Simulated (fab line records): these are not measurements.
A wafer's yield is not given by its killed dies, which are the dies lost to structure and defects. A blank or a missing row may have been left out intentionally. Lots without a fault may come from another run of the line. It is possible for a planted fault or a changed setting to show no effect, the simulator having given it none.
What tool caused it? + flow n5 finfet + 37 wafers from 13 lots sampled at 5 of the route's 1938 steps

WHAT EACH GAUGE READ, for each wafer
The record holds no reading of a measuring or inspecting step that can be judged against a usual standard deviation.

WHICH TOOL RAN EACH LOT (tool, then ch and the chambers of the sampled wafers, then the start)
| lot  | N5_MOL_CONTACT_COAG_ETCH_106      | N5_BEOL_M15_DEP_53              | N5_MIM_TOP_DEGAS_04          | N5_PASSIVATION_DEGAS_18      | N5_PASSIVATION_PROBE_49 |
|------|-----------------------------------|---------------------------------|------------------------------|------------------------------|-------------------------|
| L855 | rie diel-01 ch 0,2, day 5 03:55   | pecvd-01 ch 0,1,2, day 12 20:13 | pvd sputter-01, day 12 23:56 | pvd sputter-01, day 13 03:56 | -                       |
| L858 | rie diel-04 ch 0,1,3, day 5 17:04 | pecvd-02 ch 0,1, day 13 04:55   | pvd sputter-02, day 13 07:04 | pvd sputter-01, day 13 16:58 | -                       |
| L859 | rie diel-03 ch 0,1, day 5 21:17   | pecvd-04 ch 0,1, day 13 02:22   | pvd sputter-02, day 13 06:19 | pvd sputter-01, day 13 10:32 | -                       |
| L860 | rie diel-03 ch 0,1,3, day 6 04:28 | pecvd-02 ch 0,1,2, day 14 21:05 | pvd sputter-01, day 15 00:34 | pvd sputter-03, day 15 04:19 | -                       |
| L861 | rie diel-04 ch 0,3, day 6 19:21   | pecvd-01 ch 0,1,2, day 14 12:18 | pvd sputter-02, day 14 16:32 | pvd sputter-03, day 14 20:34 | -                       |
| L862 | rie diel-01 ch 0,1,3, day 6 20:49 | pecvd-02 ch 0,2, day 14 11:46   | pvd sputter-01, day 14 16:22 | pvd sputter-03, day 14 21:01 | -                       |
| L864 | rie diel-01 ch 0,1, day 7 05:22   | pecvd-04 ch 0,1,2, day 14 23:35 | pvd sputter-02, day 15 03:03 | pvd sputter-03, day 15 09:35 | -                       |
| L865 | rie diel-01 ch 1,2,3, day 7 12:34 | pecvd-04 ch 1,2, day 14 21:08   | pvd sputter-01, day 15 00:46 | pvd sputter-03, day 15 04:44 | -                       |
| L866 | rie diel-04 ch 0,1,3, day 7 17:10 | pecvd-01 ch 0,1, day 15 11:20   | pvd sputter-01, day 15 14:50 | pvd sputter-01, day 15 22:01 | -                       |
| L869 | rie diel-01 ch 0,1,3, day 8 10:56 | pecvd-01 ch 1,2, day 16 16:25   | pvd sputter-01, day 16 20:30 | pvd sputter-03, day 17 03:35 | prober-01, day 17 10:03 |
| L874 | rie diel-04 ch 0,3, day 9 20:32   | pecvd-04 ch 2, day 18 10:40     | pvd sputter-01, day 18 14:08 | pvd sputter-03, day 18 20:22 | prober-02, day 19 02:52 |
| L875 | rie diel-04 ch 0,3, day 9 21:35   | pecvd-02 ch 0,2, day 19 02:52   | pvd sputter-02, day 19 09:44 | pvd sputter-02, day 19 17:44 | prober-02, day 19 23:50 |
| L876 | rie diel-04 ch 1,3, day 10 05:37  | pecvd-04 ch 0,1, day 19 01:04   | pvd sputter-02, day 19 08:29 | pvd sputter-03, day 19 17:44 | prober-01, day 19 23:17 |
- N5_MOL_CONTACT_COAG_ETCH_106: etches SOC in N2/H2, target depth 80 nm, overetch 16 nm, time 120 s.
- N5_BEOL_M15_DEP_53: deposits SiCN from 3MS/NH3, target thk 50 nm, time 17.8 s.
- N5_MIM_TOP_DEGAS_04: time 60 s.
- N5_PASSIVATION_DEGAS_18: time 60 s.
- N5_PASSIVATION_PROBE_49

WHAT THE TOOLS THEMSELVES READ (means of the sampled wafers that have a number; where no wafer has one, the mark that the record gives instead)
N5_MOL_CONTACT_COAG_ETCH_106.
| lot  | tool        | drypump motor current A (A) | oes product au (a.u.) | rf vpp V (V) | showerhead plenum p Torr (Torr) | throttle valve pct (%) |
|------|-------------|-----------------------------|-----------------------|--------------|---------------------------------|------------------------|
| L855 | rie diel-01 | 5.63                        | 0.67                  | 522.4        | 2.49                            | 17.86                  |
| L858 | rie diel-04 | 5.55                        | 0.67                  | 522.2        | 2.51                            | 17.85                  |
| L859 | rie diel-03 | 5.85                        | 0.62                  | 525.5        | 2.61                            | 17.81                  |
| L860 | rie diel-03 | 5.70                        | 0.67                  | 525.2        | 2.61                            | 17.85                  |
| L861 | rie diel-04 | 5.44                        | 0.66                  | 523.7        | 2.54                            | 17.92                  |
| L862 | rie diel-01 | 5.41                        | 0.71                  | 524.2        | 2.51                            | 17.69                  |
| L864 | rie diel-01 | 5.54                        | 0.63                  | 521.7        | 2.48                            | 17.77                  |
| L865 | rie diel-01 | 5.55                        | 0.70                  | 521.5        | 2.43                            | 17.69                  |
| L866 | rie diel-04 | 5.55                        | 0.66                  | 522.2        | 2.50                            | 17.88                  |
| L869 | rie diel-01 | 5.41                        | 0.68                  | 523.7        | 2.50                            | 17.71                  |
| L874 | rie diel-04 | 5.36                        | 0.64                  | 524.4        | 2.53                            | 17.96                  |
| L875 | rie diel-04 | 5.43                        | 0.63                  | 523.3        | 2.53                            | 17.96                  |
| L876 | rie diel-04 | 5.58                        | 0.64                  | 521.5        | 2.48                            | 17.88                  |

N5_BEOL_M15_DEP_53.
| lot  | tool     | showerhead plenum p Torr (Torr) | throttle valve pct (%) |
|------|----------|---------------------------------|------------------------|
| L855 | pecvd-01 | 4.162                           | 18.6                   |
| L858 | pecvd-02 | 4.155                           | 18.2                   |
| L859 | pecvd-04 | 4.126                           | 18.3                   |
| L860 | pecvd-02 | 4.152                           | 17.9                   |
| L861 | pecvd-01 | 4.167                           | 18.6                   |
| L862 | pecvd-02 | 4.150                           | 18.3                   |
| L864 | pecvd-04 | 4.130                           | 18.4                   |
| L865 | pecvd-04 | 4.131                           | 18.4                   |
| L866 | pecvd-01 | 4.170                           | 19.5                   |
| L869 | pecvd-01 | 4.176                           | 19.5                   |
| L874 | pecvd-04 | 4.165                           | 18.8                   |
| L875 | pecvd-02 | 4.138                           | 18.5                   |
| L876 | pecvd-04 | 4.118                           | 17.2                   |

N5_MIM_TOP_DEGAS_04.
| lot  | tool           | heater power w (W) |
|------|----------------|--------------------|
| L855 | pvd sputter-01 | 465                |
| L858 | pvd sputter-02 | 457                |
| L859 | pvd sputter-02 | 496                |
| L860 | pvd sputter-01 | 469                |
| L861 | pvd sputter-02 | 468                |
| L862 | pvd sputter-01 | 477                |
| L864 | pvd sputter-02 | 502                |
| L865 | pvd sputter-01 | 481                |
| L866 | pvd sputter-01 | 480                |
| L869 | pvd sputter-01 | 465                |
| L874 | pvd sputter-01 | 517                |
| L875 | pvd sputter-02 | 450                |
| L876 | pvd sputter-02 | 465                |

N5_PASSIVATION_DEGAS_18.
| lot  | tool           | heater power w (W) |
|------|----------------|--------------------|
| L855 | pvd sputter-01 | 473                |
| L858 | pvd sputter-01 | 463                |
| L859 | pvd sputter-01 | 472                |
| L860 | pvd sputter-03 | 463                |
| L861 | pvd sputter-03 | 470                |
| L862 | pvd sputter-03 | 473                |
| L864 | pvd sputter-03 | 479                |
| L865 | pvd sputter-03 | 468                |
| L866 | pvd sputter-01 | 468                |
| L869 | pvd sputter-03 | 481                |
| L874 | pvd sputter-03 | 512                |
| L875 | pvd sputter-02 | 458                |
| L876 | pvd sputter-03 | 489                |

N5_PASSIVATION_PROBE_49.
| lot  | tool      | killed_at_M0_to_M3 | killed_at_M4_up | killed at contacts | killed at front end | killed at other | killed dies | killed on rim | killed open | killed short |
|------|-----------|--------------------|-----------------|--------------------|---------------------|-----------------|-------------|---------------|-------------|--------------|
| L869 | prober-01 | 23                 | 16              | 19                 | 42                  | 3.7             | 104         | 12            | 69          | 34           |
| L874 | prober-02 | 21                 | 14              | 474                | 34                  | 9.0             | 552         | 51            | 66          | 30           |
| L875 | prober-02 | 26                 | 15              | 259                | 25                  | 1.0             | 325         | 46            | 45          | 27           |
| L876 | prober-01 | 32                 | 26              | 300                | 42                  | 5.5             | 404         | 53            | 79          | 36           |

THE ANSWER, worked out from the rows above alone
Rule: what is usual is taken from the lots themselves. The widest of any qualifying gaps counts: lots, ordered by their means at a reading, are off when they make up no more than a third of the lots, leave a main group of 4 or more, and stand apart from it by 3 or more times the standard deviation of that group's means. The tables above print the reading to a certain number of digits; a main group whose means all agree to those digits is not used. Also off: a lot with no number at a reading for which 4 or more lots have one. Any other lot the step has rows for is counted as sound. After the gauges, taken in route order, come the tools' own readings; for these a lot's mean is taken, as printed above. At the first step where some lot is off, the reading lying furthest off is the one used; lots without a number count as furthest.
None of the lots is off at any reading shown; this tells nothing.

WHAT THE SIMULATOR HAD INSERTED
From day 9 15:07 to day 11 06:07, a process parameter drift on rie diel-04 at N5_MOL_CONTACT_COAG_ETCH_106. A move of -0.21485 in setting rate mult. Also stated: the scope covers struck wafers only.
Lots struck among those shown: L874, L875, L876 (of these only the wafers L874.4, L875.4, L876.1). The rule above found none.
